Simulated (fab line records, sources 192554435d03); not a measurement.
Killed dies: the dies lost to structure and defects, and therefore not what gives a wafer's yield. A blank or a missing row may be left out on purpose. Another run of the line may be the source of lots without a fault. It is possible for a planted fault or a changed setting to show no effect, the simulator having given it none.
Matching of chambers :: flow n5Finfet :: rieDiel-06 running N5_BEOL_M8_VIA_ETCH_34: 4 sister chambers
The step etches SiCOH lowk in C4F6/O2, target depth 125.5 nm, time 50.5 s. 4 wafers are shown with their chamber, then 9 later ones without.

WAFERS WITH THEIR CHAMBER
wafer: L089.5
chamber: 1
rfVppV (V): 683

wafer: L096.1
chamber: 2
rfVppV (V): 674

wafer: L096.3
chamber: 3
rfVppV (V): 643

wafer: L096.5
chamber: 0
rfVppV (V): 676

WAFERS WITH NO CHAMBER GIVEN
wafer: L092.1
rfVppV (V): 675

wafer: L092.3
rfVppV (V): 677

wafer: L092.6
rfVppV (V): 677

wafer: L095.3
rfVppV (V): 677

wafer: L095.5
rfVppV (V): 676

wafer: L095.6
rfVppV (V): 644

wafer: L097.2
rfVppV (V): 684

wafer: L097.3
rfVppV (V): 677

wafer: L097.4
rfVppV (V): 676

CHAMBER TAKEN BY EACH
wafer: L092.1
from the rows above: can't be placed: 0 or 2
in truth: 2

wafer: L092.3
from the rows above: 0
in truth: 0

wafer: L092.6
from the rows above: 0
in truth: 0

wafer: L095.3
from the rows above: 0
in truth: 0

wafer: L095.5
from the rows above: 0
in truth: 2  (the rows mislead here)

wafer: L095.6
from the rows above: 3
in truth: 3

wafer: L097.2
from the rows above: 1
in truth: 1

wafer: L097.3
from the rows above: 0
in truth: 0

wafer: L097.4
from the rows above: 0
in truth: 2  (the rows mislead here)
Correct placement for 6 of the 9. Unplaceable from these rows: 1, with the true chamber sitting among the candidates in 1. 2 placed wrongly.
How it was worked out, from the rows above alone: a wafer's distance from a chamber is the root of the sum, over the readings, of the square of ((its reading less the chamber's mean) divided by the reading's scatter). If the next closest chamber is less than 2 further off than the closest, the wafer can't be placed; otherwise it belongs to the closest. Each chamber's mean is taken over the wafers shown for it. The scatter: root of mean squared gap, hidden wafer to nearest shown wafer, with one shown wafer a chamber.
